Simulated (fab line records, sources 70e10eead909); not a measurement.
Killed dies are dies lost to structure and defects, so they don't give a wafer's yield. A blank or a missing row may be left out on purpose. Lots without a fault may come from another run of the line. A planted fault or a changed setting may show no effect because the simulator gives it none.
fab line records | flow nand_harc
record lots=24 wafers=72 last_day=24
route steps=1159 shown A_CONTACT@951 A_BLC@981 A_M0@1015 A_M1@1040
lots that met no fault: from a run of the same line without faults
start_h: hours from the record's first day to the start of the lot's first wafer shown | wait_h: hours since the lot's step before | " the same as in the row above | L1.1+2: a row that stands for several wafers | - no value, or no start given | * or withheld: withheld | < > ~ a bound
route shown NAME@n: a module of which the file shows steps, and the number in the route of the first | usual: mean/standard deviation of fault-free wafers | same: alike in all rows | chamber/n: place in a boat | sites: the reading at each site | _std_site: their standard deviation | _edge_site: outer sites' mean less inner sites' | radius_mm: how far each site lies from the wafer's centre | mask NAME#n: copy n | behind: the tool/chamber that last shaped the wafer | hold: why the lot was held/for how many hours/how that ended | device: the transistor (n, p or np) that didn't switch | end of line: the same wafers' tests at the end of the route | a step without rows: its recipe alone | killed: dies lost to structure and defects at the first sort, not the wafer's yield | map: a wafer's dies, x killed, . not, _ none there
set.NAME: the setting as run; set.NAME@STEP: as run at that earlier step | model.NAME: the simulator's own value behind a step, which no gauge read
steps of the route over a sample of lots; a table a step, a row a wafer
services: from which hour (start_h, from the record's first day; less than 0 if before it) a tool's chamber was out of use, for how many hours, and why
## steps
# step NHARC_A_CONTACT_CD_MEAS_15
# usual cd_nm=89.7/0.77
# columns lot.wafer tool chamber start_h wait_h cd_nm
L075.2 cd_sem-03 - 388.53 - 89.9
L075.3 " - " " 88.8
L075.4 " - " " 88.7
L074.1 cd_sem-02 - 388.86 - 88.3
L074.5 " - " " 89.2
L074.6 " - " " 89.2
L076.1 cd_sem-01 - 391.01 - 89.9
L076.2 " - " " 89.3
L076.4 " - " " 88.7
L079.2 cd_sem-01 - 402.03 - 89.3
L079.3 " - " " 89.2
L079.6 " - " " 89.7
L078.3 cd_sem-03 - 407.54 - 91.0
L078.5 " - " " 89.5
L078.6 " - " " 89.7
L077.2 cd_sem-01 - 411.01 - 89.0
L077.3 " - " " 88.3
L077.5 " - " " 88.7
L080.1 cd_sem-01 - 421.97 - 90.1
L080.2 " - " " 90.4
L080.6 " - " " 89.6
L082.3 cd_sem-01 - 423.18 - 89.2
L082.4 " - " " 88.6
L082.6 " - " " 88.9
L081.2 cd_sem-02 - 430.19 - 90.6
L081.3 " - " " 89.7
L081.5 " - " " 91.4
L083.2 cd_sem-01 - 442.47 - 89.8
L083.5 " - " " 90.5
L083.6 " - " " 89.9
L084.1 cd_sem-01 - 443.81 - 89.5
L084.4 " - " " 88.2
L084.5 " - " " 88.1
L085.2 cd_sem-02 - 452.00 - 89.1
L085.3 " - " " 88.9
L085.6 " - " " 89.0
L088.1 cd_sem-01 - 454.73 - 90.6
L088.4 " - " " 91.0
L088.5 " - " " 90.6
L087.2 cd_sem-02 - 457.10 - 89.2
L087.3 " - " " 90.0
L087.4 " - " " 89.5
L086.3 cd_sem-02 - 466.28 0.1 90.5
L086.4 " - " " 90.3
L086.5 " - " " 90.5
L089.2 cd_sem-01 - 469.04 - 89.5
L089.3 " - " " 89.6
L089.6 " - " " 90.0
L090.1 cd_sem-03 - 481.22 - 90.4
L090.3 " - " " 90.7
L090.5 " - " " 90.5
L091.2 cd_sem-03 - 487.79 - 89.1
L091.3 " - " " 90.1
L091.4 " - " " 89.7
L094.1 cd_sem-03 - 492.45 - 90.0
L094.4 " - " " 91.0
L094.6 " - " " 90.4
L093.1 cd_sem-03 - 495.39 - 89.7
L093.5 " - " " 89.2
L093.6 " - " " 89.6
L092.1 cd_sem-03 - 505.53 - 90.4
L092.2 " - " " 90.4
L092.4 " - " " 90.4
L095.2 cd_sem-01 - 510.99 - 91.5
L095.3 " - " " 89.9
L095.6 " - " " 89.7
L097.2 cd_sem-01 - 524.30 - 89.9
L097.3 " - " " 89.8
L097.5 " - " " 90.2
L096.3 cd_sem-03 - 524.65 - 90.4
L096.4 " - " " 89.4
L096.6 " - " " 89.8
# step NHARC_A_CONTACT_ALD_18
# recipe target_thk_a=30 pulse_time_s=1 ald_cycles=150 temp_c=450 material=TiN
# usual heater_power_w=1087/85 precursor_pulse_height_rel=0.997/0.021
# columns lot.wafer tool chamber start_h wait_h heater_power_w precursor_pulse_height_rel
L075.3 ald_metal-03 3 389.47 - 1156 1.000
L075.2 " 1 " " 1168 1.008
L075.4 " 2 " " 1152 0.969
L074.1 ald_metal-01 1 389.84 - 951 0.977
L074.5 " 3 " " 984 0.980
L074.6 " 0 " " 1079 1.001
L076.1 ald_metal-02 0 392.04 - 1002 0.998
L076.2 " 1 " " 1160 1.003
L076.4 " 2 " " 1165 0.994
L079.2 ald_metal-01 1 403.01 - 919 0.983
L079.3 " 3 " " 968 0.995
L079.6 " 1 " " 973 1.026
L078.3 ald_metal-03 0 408.47 - 1149 0.965
L078.6 " 0 " " 1150 1.034
L078.5 " 1 " " 1145 1.016
L077.3 ald_metal-01 1 412.08 - 938 1.042
L077.2 " 0 " " 1068 1.028
L077.5 " 1 " " 931 0.936
L080.1 ald_metal-02 2 422.93 - 1144 1.003
L080.2 " 0 " " 1011 0.989
L080.6 " 3 " " 1064 0.994
L082.4 ald_metal-01 2 424.11 - 1247 1.014
L082.3 " 3 " " 975 1.006
L082.6 " 3 " " 961 0.976
L081.2 ald_metal-02 1 431.26 - 1133 0.988
L081.3 " 2 " " 1168 0.960
L081.5 " 3 " " 1031 0.967
L083.2 ald_metal-02 3 443.64 - 1060 0.990
L083.5 " 2 " " 1142 0.997
L083.6 " 3 " " 1061 1.006
L084.1 ald_metal-01 1 444.75 - 952 0.998
L084.4 " 0 " " 1079 0.968
L084.5 " 2 " " 1218 1.016
L085.2 ald_metal-02 3 453.04 - 1052 1.005
L085.3 " 0 " " 1009 0.995
L085.6 " 3 " " 1032 1.023
L088.1 ald_metal-01 3 455.76 - 957 0.993
L088.4 " 0 " " 1065 0.972
L088.5 " 3 " " 951 1.008
L087.3 ald_metal-03 2 458.17 - 1131 1.028
L087.4 " 0 " " 1158 0.963
L087.2 " 1 " " 1134 1.021
L086.3 ald_metal-03 3 467.67 - 1174 0.984
L086.4 " 0 " " 1139 0.952
L086.5 " 3 " " 1155 1.032
L089.3 ald_metal-01 3 470.10 - 942 0.992
L089.2 " 2 " " 1124 0.999
L089.6 " 2 " " 1105 1.000
L090.3 ald_metal-03 1 482.18 - 1146 0.985
L090.1 " 0 " " 1156 1.030
L090.5 " 1 " " 1175 1.039
L091.2 ald_metal-02 3 488.75 - 1087 0.994
L091.4 " 0 " " 1016 0.992
L091.3 " 1 " " 1154 1.023
L094.4 ald_metal-01 2 493.48 - 1113 1.013
L094.1 " 3 " " 979 1.044
L094.6 " 1 " " 907 1.011
L093.1 ald_metal-02 3 496.41 - 1059 0.968
L093.6 " 2 " " 1151 1.016
L093.5 " 3 " " 1009 0.967
L092.4 ald_metal-02 2 506.63 - 1179 0.975
L092.2 " 3 " " 1075 1.022
L092.1 " 1 " " 1137 0.982
L095.3 ald_metal-02 3 511.96 - 1054 1.022
L095.2 " 1 " " 1177 1.002
L095.6 " 2 " " 1151 0.976
L097.3 ald_metal-03 1 525.29 - 1092 1.007
L097.2 " 0 " " 1103 0.964
L097.5 " 1 " " 1114 1.007
L096.4 ald_metal-02 0 525.65 - 1008 1.015
L096.3 " 2 " " 1154 0.986
L096.6 " 0 " " 992 0.976
# step NHARC_A_BLC_CD_MEAS_19
# usual cd_nm=100.0/2.6
# columns lot.wafer tool chamber start_h wait_h cd_nm
L075.2 cd_sem-03 - 400.72 - 97.8
L075.3 " - " " 99.5
L075.4 " - " " 100.7
L074.1 cd_sem-02 - 401.65 - 104.0
L074.5 " - " " 101.4
L074.6 " - " " 103.7
L076.1 cd_sem-02 - 402.38 - 104.8
L076.2 " - " " 98.8
L076.4 " - " " 105.0
L079.2 cd_sem-03 - 406.22 - 101.0
L079.3 " - " " 99.7
L079.6 " - " " 100.8
L078.3 cd_sem-01 - 412.02 - 97.4
L078.5 " - " " 99.5
L078.6 " - " " 97.9
L077.2 cd_sem-01 - 415.24 - 100.1
L077.3 " - " " 99.6
L077.5 " - " " 97.8
L080.1 cd_sem-02 - 426.08 - 98.4
L080.2 " - " " 101.1
L080.6 " - " " 99.2
L082.3 cd_sem-01 - 427.27 - 97.8
L082.4 " - " " 100.9
L082.6 " - " " 99.4
L081.2 cd_sem-01 - 439.17 - 95.1
L081.3 " - " " 102.6
L081.5 " - " " 101.2
L083.2 cd_sem-02 - 446.79 - 98.2
L083.5 " - " " 103.3
L083.6 " - " " 95.9
L084.1 cd_sem-01 - 447.79 - 101.4
L084.4 " - " " 99.1
L084.5 " - " " 102.4
L085.2 cd_sem-01 - 460.07 - 101.6
L085.3 " - " " 101.2
L085.6 " - " " 102.7
L088.1 cd_sem-01 - 460.87 - 104.8
L088.4 " - " " 97.8
L088.5 " - " " 102.3
L087.2 cd_sem-01 - 461.43 - 99.3
L087.3 " - " " 97.4
L087.4 " - " " 96.9
L086.3 cd_sem-02 - 470.72 - 99.5
L086.4 " - " " 97.3
L086.5 " - " " 98.0
L089.2 cd_sem-02 - 473.28 - 96.8
L089.3 " - " " 104.6
L089.6 " - " " 100.3
L090.1 cd_sem-01 - 487.70 - 98.8
L090.3 " - " " 101.6
L090.5 " - " " 98.3
L091.2 cd_sem-01 - 498.09 - 100.2
L091.3 " - " " 95.1
L091.4 " - " " 103.6
L094.1 cd_sem-01 - 498.91 - 100.3
L094.4 " - " " 101.1
L094.6 " - " " 106.7
L093.1 cd_sem-02 - 499.65 - 102.1
L093.5 " - " " 99.7
L093.6 " - " " 103.0
L092.1 cd_sem-01 - 509.79 - 104.4
L092.2 " - " " 101.4
L092.4 " - " " 98.4
L095.2 cd_sem-02 - 515.69 - 99.6
L095.3 " - " " 100.0
L095.6 " - " " 103.3
L097.2 cd_sem-03 - 528.65 - 101.8
L097.3 " - " " 99.1
L097.5 " - " " 99.3
L096.3 cd_sem-02 - 529.10 - 102.7
L096.4 " - " " 101.8
L096.6 " - " " 104.0
# step NHARC_A_BLC_ALD_23
# recipe target_thk_a=30 pulse_time_s=1 ald_cycles=150 temp_c=450 material=TiN
# usual heater_power_w=1104/87 precursor_pulse_height_rel=0.997/0.021
# columns lot.wafer tool chamber start_h wait_h heater_power_w precursor_pulse_height_rel
L075.2 ald_metal-03 0 401.57 - 1153 1.017
L075.3 " 1 " " 1173 0.985
L075.4 " 3 " " 1160 0.972
L074.1 ald_metal-02 3 402.63 - 1017 1.009
L074.6 " 2 " " 1169 1.027
L074.5 " 3 " " 1048 0.990
L076.1 ald_metal-04 2 403.22 - 1176 1.011
L076.4 " 3 " " 946 0.980
L076.2 " 0 " " 1142 1.024
L079.2 ald_metal-02 2 407.10 - 1161 0.981
L079.3 " 3 " " 1056 1.006
L079.6 " 1 " " 1159 0.975
L078.3 ald_metal-02 2 412.93 - 1156 1.031
L078.5 " 3 " " 1051 0.975
L078.6 " 0 " " 1013 1.007
L077.2 ald_metal-04 3 416.09 - 873 1.047
L077.3 " 2 " " 1164 0.978
L077.5 " 3 " " 883 0.982
L080.2 ald_metal-04 1 426.92 - 1118 1.013
L080.1 " 3 " " 882 1.029
L080.6 " 1 " " 1095 1.019
L082.3 ald_metal-03 2 428.11 - 1149 0.992
L082.4 " 1 " " 1162 0.998
L082.6 " 3 " " 1179 0.980
L081.3 ald_metal-02 2 440.03 - 1158 0.980
L081.2 " 3 " " 1073 1.032
L081.5 " 2 " " 1143 0.943
L083.2 ald_metal-04 2 447.78 - 1209 1.010
L083.6 " 1 " " 1125 0.976
L083.5 " 2 " " 1200 1.016
L084.4 ald_metal-03 0 448.69 - 1187 0.998
L084.1 " 1 " " 1144 0.959
L084.5 " 3 " " 1180 0.984
L085.2 ald_metal-02 0 461.25 - 1001 0.977
L085.3 " 1 " " 1143 0.996
L085.6 " 1 " " 1160 0.990
L088.1 ald_metal-03 2 462.06 - 1132 1.026
L088.4 " 0 " " 1130 1.010
L088.5 " 2 " " 1113 1.011
L087.2 ald_metal-04 1 462.27 - 1092 0.961
L087.3 " 2 " " 1207 0.980
L087.4 " 3 " " 893 1.018
L086.3 ald_metal-02 2 471.58 - 1137 1.010
L086.4 " 0 " " 1010 1.010
L086.5 " 3 " " 1033 1.004
L089.3 ald_metal-03 0 474.14 - 1169 0.979
L089.2 " 2 " " 1127 0.994
L089.6 " 3 " " 1158 0.985
L090.1 ald_metal-04 1 488.55 - 1144 1.030
L090.3 " 3 " " 884 1.016
L090.5 " 2 " " 1186 0.993
L091.4 ald_metal-03 2 498.99 - 1135 1.007
L091.2 " 3 " " 1156 0.964
L091.3 " 0 " " 1169 1.007
L094.1 ald_metal-02 2 499.84 - 1160 0.991
L094.4 " 3 " " 1043 0.954
L094.6 " 0 " " 1024 0.997
L093.1 ald_metal-04 1 500.64 - 1111 1.004
L093.6 " 2 " " 1209 1.022
L093.5 " 3 " " 881 0.983
L092.2 ald_metal-03 1 510.63 - 1087 0.985
L092.4 " 2 " " 1134 1.030
L092.1 " 3 " " 1184 0.987
L095.2 ald_metal-04 3 517.55 - 893 1.014
L095.3 " 0 " " 1068 1.014
L095.6 " 0 " " 1058 1.005
L097.3 ald_metal-04 1 529.55 - 1098 0.986
L097.2 " 2 " " 1204 0.989
L097.5 " 2 " " 1190 1.024
L096.3 ald_metal-03 2 529.98 - 1163 1.010
L096.4 " 0 " " 1067 1.021
L096.6 " 2 " " 1137 0.998
# step NHARC_A_M0_PVD_20
# recipe target_thk_a=50 bias_v=168.6 power_w=15000 chamber_pressure_pa=0.12 time_s=8.06 substrate_temp_c=50 material=TaN
# usual throttle_valve_pct=29.6/0.92
# columns lot.wafer tool chamber start_h wait_h throttle_valve_pct
L075.3 pvd_sputter-02 - - - 30.1
L075.4 " - " " 30.7
L075.2 " - " " 28.0
L074.1 pvd_sputter-03 - - - 29.1
L074.5 " - " " 29.2
L074.6 " - " " 31.3
L076.1 pvd_sputter-02 - - - 30.0
L076.2 " - " " 28.2
L076.4 " - " " 30.9
L079.2 pvd_sputter-01 - - - 29.2
L079.3 " - " " 30.8
L079.6 " - " " 30.0
L078.3 pvd_sputter-01 - - - 28.5
L078.6 " - " " 29.0
L078.5 " - " " 30.2
L077.2 pvd_sputter-01 - - - 29.3
L077.3 " - " " 28.8
L077.5 " - " " 29.2
L080.2 pvd_sputter-03 - - - 29.9
L080.1 " - " " 28.8
L080.6 " - " " 28.9
L082.3 pvd_sputter-03 - - - 29.1
L082.4 " - " " 30.9
L082.6 " - " " 29.2
L081.3 pvd_sputter-01 - - - 30.0
L081.2 " - " " 28.8
L081.5 " - " " 30.3
L083.2 pvd_sputter-01 - - - 31.0
L083.6 " - " " 30.9
L083.5 " - " " 28.6
L084.4 pvd_sputter-03 - - - 31.3
L084.1 " - " " 29.0
L084.5 " - " " 30.9
L085.2 pvd_sputter-01 - - - 28.6
L085.3 " - " " 30.4
L085.6 " - " " 29.1
L088.4 pvd_sputter-01 - - - 28.7
L088.1 " - " " 30.1
L088.5 " - " " 30.9
L087.2 pvd_sputter-02 - - - 28.6
L087.4 " - " " 28.2
L087.3 " - " " 29.7
L086.4 pvd_sputter-01 - - - 29.3
L086.3 " - " " 30.4
L086.5 " - " " 29.2
L089.3 pvd_sputter-01 - - - 29.3
L089.2 " - " " 30.1
L089.6 " - " " 28.6
L090.3 pvd_sputter-01 - - - 29.2
L090.1 " - " " 30.1
L090.5 " - " " 28.4
L091.4 pvd_sputter-01 - - - 31.0
L091.2 " - " " 28.8
L091.3 " - " " 30.1
L094.1 pvd_sputter-03 - - - 31.5
L094.4 " - " " 29.7
L094.6 " - " " 29.8
L093.1 pvd_sputter-01 - - - 28.8
L093.6 " - " " 28.8
L093.5 " - " " 29.2
L092.1 pvd_sputter-01 - - - 28.7
L092.4 " - " " 29.2
L092.2 " - " " 30.4
L095.3 pvd_sputter-02 - - - 28.4
L095.2 " - " " 31.1
L095.6 " - " " 31.0
L097.3 pvd_sputter-02 - - - 28.1
L097.2 " - " " 30.9
L097.5 " - " " 27.9
L096.4 pvd_sputter-01 - - - 28.8
L096.3 " - " " 29.1
L096.6 " - " " 29.5
# step NHARC_A_M1_ETCH_35
# recipe target_depth_a=400 overetch_a=120 time_s=43.94 ion_energy_ev=200 n2_flow_sccm=150 h2_flow_sccm=150 ar_flow_sccm=0 rf_w=400 bias_w=150 chemistry=N2/H2
# usual chamber_pressure_mTorr=30.00/0.031 drypump_motor_current_A=5.5/0.51 h2_flow_sccm=149.9/0.46 mfc_ar_sccm=0.010/0.013 oes_product_au=0.999/0.014 rf_vpp_V=430.6/2.1 showerhead_plenum_p_Torr=2.04/0.076 throttle_valve_pct=14.173/0.0098
# columns lot.wafer tool chamber start_h wait_h chamber_pressure_mTorr drypump_motor_current_A h2_flow_sccm mfc_ar_sccm oes_product_au rf_hours_counter_h rf_vpp_V showerhead_plenum_p_Torr throttle_valve_pct
L075.4 rie_diel-10 2 408.18 0.1 30.04 4.8 149.2 0 0.983 0.9 432.7 2.09 14.159
L075.3 " 3 " " 30.01 5.2 150.3 0.036 0.986 1.0 433.0 2.14 14.170
L075.2 " 1 " " 30.00 5.3 150.2 0.020 0.995 1.0 430.1 2.03 14.181
L074.1 rie_diel-02 1 409.15 0.1 29.92 6.1 150.3 0 1.012 6.5 430.1 2.00 14.158
L074.6 " 0 " " 30.00 5.7 149.6 0.005 1.011 - 432.7 2.15 14.148
L074.5 " 1 " " 30.05 6.1 150.1 0 1.002 - 430.0 2.00 14.163
L076.1 rie_diel-10 3 410.11 0.1 29.99 5.1 150.1 0.036 0.987 1.1 432.4 2.14 14.157
L076.4 " 0 " " 30.01 6.5 149.3 0.036 1.003 1.2 428.3 1.95 14.192
L076.2 " 1 " " 30.00 5.3 150.0 0.020 0.995 1.2 430.7 2.03 14.186
L079.2 rie_diel-10 2 415.34 0.1 29.97 4.8 149.9 0 0.988 1.3 431.1 2.09 14.167
L079.3 " 3 " " 30.02 5.2 149.5 0.036 0.984 1.3 432.1 2.14 14.188
L079.6 " 0 " " 29.98 6.5 150.2 0.036 1.001 - 427.2 1.95 14.193
L078.3 rie_diel-02 1 419.27 0.1 29.95 6.1 150.0 0 1.003 6.7 429.6 2.00 14.165
L078.5 " 3 " " 29.97 4.8 150.0 0 0.998 - 429.6 2.01 14.181
L078.6 " 0 " " 30.00 5.7 149.8 0.005 1.008 - 434.6 2.15 14.169
L077.3 rie_diel-12 0 424.92 0.1 30.04 5.9 149.4 0 0.979 2.3 429.7 1.99 14.175
L077.2 " 3 " " 30.02 5.5 150.4 0 1.021 2.4 429.8 1.99 14.168
L077.5 " 0 " " 30.02 5.9 149.3 0 0.981 - 428.7 1.99 14.182
L080.1 rie_diel-12 3 433.56 0.1 30.04 5.4 150.1 0 1.019 3.8 428.0 1.99 14.165
L080.2 " 0 " " 29.99 5.9 150.0 0 0.991 3.8 430.0 1.99 14.192
L080.6 " 2 " " 30.02 4.9 149.3 0.005 1.014 - 433.3 2.18 14.170
L082.3 rie_diel-02 3 434.41 0.1 29.98 4.8 149.7 0 0.998 6.7 430.4 2.00 14.186
L082.4 " 1 " " 30.01 6.1 149.5 0 0.999 7.5 430.9 2.00 14.180
L082.6 " 2 " " 30.03 5.6 151.0 0 1.010 - 429.2 1.96 14.167
L081.2 rie_diel-02 2 447.20 0.1 29.99 5.6 150.4 0 1.012 8.2 429.1 1.96 14.181
L081.3 " 0 " " 30.02 5.7 149.4 0.005 1.004 4.9 432.7 2.15 14.196
L081.5 " 1 " " 29.99 6.1 150.6 0 1.002 - 428.8 2.00 14.163
L083.2 rie_diel-12 0 454.06 0.1 29.99 5.9 150.0 0 0.965 4.2 430.4 1.99 14.185
L083.5 " 1 " " 29.97 5.5 150.7 0.017 0.986 - 430.7 2.04 14.168
L083.6 " 2 " " 30.02 5.0 150.6 0.005 1.006 - 434.6 2.18 14.177
L084.4 rie_diel-12 0 454.88 0.1 29.99 5.9 149.6 0 0.965 4.2 428.5 1.99 14.180
L084.1 " 2 " " 30.01 4.9 150.0 0.005 1.012 3.9 433.3 2.18 14.175
L084.5 " 3 " " 29.98 5.4 149.4 0 1.014 - 428.9 1.99 14.194
L085.2 rie_diel-12 2 469.81 0.1 30.03 4.9 149.5 0.005 1.016 5.7 434.0 2.18 14.171
L085.3 " 1 " " 30.01 5.5 150.0 0.017 1.003 5.4 429.9 2.04 14.169
L085.6 " 2 " " 29.99 4.9 150.5 0.005 1.018 - 434.5 2.18 14.175
L088.1 rie_diel-02 0 470.22 0.1 29.98 5.8 149.1 0.005 1.001 5.9 432.4 2.14 14.180
L088.4 " 1 " " 30.05 6.1 149.9 0 0.988 9.6 429.0 2.00 14.166
L088.5 " 0 " " 29.94 5.7 150.4 0.005 1.008 - 434.5 2.14 14.175
L087.2 rie_diel-10 0 470.69 0.1 30.01 6.5 150.3 0.036 1.008 2.8 428.4 1.95 14.182
L087.4 " 1 " " 30.08 5.3 150.8 0.020 1.021 2.7 429.4 2.03 14.174
L087.3 " 3 " " 30.00 5.2 149.8 0.036 0.978 2.5 433.6 2.14 14.178
L086.4 rie_diel-12 0 478.03 0.1 30.02 5.9 150.2 0 0.978 5.6 430.1 1.99 14.176
L086.3 " 1 " " 29.98 5.5 149.6 0.017 0.996 5.7 431.6 2.04 14.188
L086.5 " 0 " " 30.01 5.9 150.1 0 0.978 - 428.9 1.99 14.176
L089.3 rie_diel-10 3 481.07 0.1 29.96 5.1 150.4 0.036 0.968 2.8 432.4 2.14 14.173
L089.2 " 0 " " 30.06 6.6 150.4 0.036 1.007 3.1 428.7 1.95 14.169
L089.6 " 3 " " 30.03 5.2 150.3 0.036 0.969 - 434.0 2.14 14.163
L090.1 rie_diel-10 0 501.04 0.1 29.95 6.6 150.2 0.036 1.001 3.4 428.6 1.94 14.176
L090.3 " 3 " " 30.01 5.2 149.7 0.036 0.969 2.9 432.0 2.14 14.178
L090.5 " 0 " " 30.02 6.6 150.1 0.036 1.000 - 428.4 1.95 14.173
L091.3 rie_diel-12 1 509.30 0.1 29.96 5.5 149.4 0.017 1.017 8.2 429.2 2.04 14.185
L091.2 " 3 " " 30.03 5.4 150.2 0 1.007 8.4 429.1 1.98 14.166
L091.4 " 0 " " 30.03 5.9 150.1 0 0.975 8.4 429.2 1.99 14.162
L094.4 rie_diel-10 3 509.78 0.1 30.01 5.2 150.6 0.036 0.984 3.1 433.1 2.14 14.194
L094.1 " 0 " " 30.02 6.5 149.4 0.036 0.998 3.6 427.6 1.94 14.180
L094.6 " 0 " " 29.98 6.6 149.1 0.036 0.996 - 427.8 1.95 14.167
L093.1 rie_diel-12 3 510.07 0.1 29.96 5.4 148.7 0 1.021 8.5 429.0 1.98 14.184
L093.5 " 0 " " 30.04 5.9 149.9 0 0.979 - 429.8 1.99 14.155
L093.6 " 1 " " 29.96 5.5 149.9 0.017 1.011 - 430.9 2.04 14.184
L092.4 rie_diel-12 1 518.97 0.1 30.02 5.5 150.3 0.017 1.003 8.7 429.9 2.04 14.182
L092.1 " 2 " " 29.99 5.0 149.8 0.005 1.022 8.6 434.6 2.18 14.172
L092.2 " 3 " " 29.97 5.4 149.8 0 1.012 9.0 429.1 1.98 14.189
L095.2 rie_diel-02 3 529.35 0.1 30.00 4.8 150.0 0 1.000 1.4 429.0 2.00 14.174
L095.3 " 1 " " 30.02 6.1 150.0 0 0.997 1.6 429.1 2.00 14.193
L095.6 " 2 " " 29.95 5.6 150.5 0 1.009 - 428.4 1.95 14.161
L097.3 rie_diel-12 2 537.68 0.1 29.98 4.9 150.2 0.005 1.015 9.2 434.0 2.18 14.174
L097.2 " 0 " " 29.97 5.9 149.9 0 0.980 9.3 428.8 1.99 14.183
L097.5 " 2 " " 30.01 5.0 150.3 0.005 1.013 - 434.1 2.18 14.163
L096.3 rie_diel-02 2 540.50 0.1 29.99 5.6 149.1 0 1.001 2.2 429.0 1.95 14.160
L096.4 " 3 " " 30.04 4.8 149.4 0 0.986 1.8 429.2 2.00 14.169
L096.6 " 1 " " 30.02 6.1 149.2 0 0.998 - 429.9 2.00 14.167
## services
# columns tool chamber start_h hours kind
rie_diel-02 - 368.12 0.2 repair
rie_diel-10 2 369.64 4.8 repair
rie_diel-12 - 377.41 0.3 repair
rie_diel-12 - 379.40 9.0 pm
pvd_sputter-01 - 380.71 3.7 repair
pvd_sputter-03 - 382.27 1.8 repair
pvd_sputter-02 - 392.01 10.0 pm
ald_metal-04 - 406.00 10.0 pm
rie_diel-12 2 418.88 7.6 repair
ald_metal-04 2 430.92 7.9 repair
ald_metal-01 - 458.00 10.0 pm
pvd_sputter-03 - 458.05 10.0 pm
pvd_sputter-03 - 472.53 13.3 repair
rie_diel-02 - 484.05 3.1 repair
ald_metal-04 - 489.63 1.7 repair
ald_metal-03 - 498.43 0.3 repair
rie_diel-12 - 499.11 0.5 repair
ald_metal-03 - 500.00 10.0 pm
ald_metal-01 2 501.77 5.0 repair
rie_diel-02 - 504.97 9.0 pm
pvd_sputter-01 - 514.06 10.0 pm
ald_metal-01 2 525.80 7.9 repair
rie_diel-10 0 528.39 5.6 repair
rie_diel-10 - 530.50 9.0 pm
## key
fault none
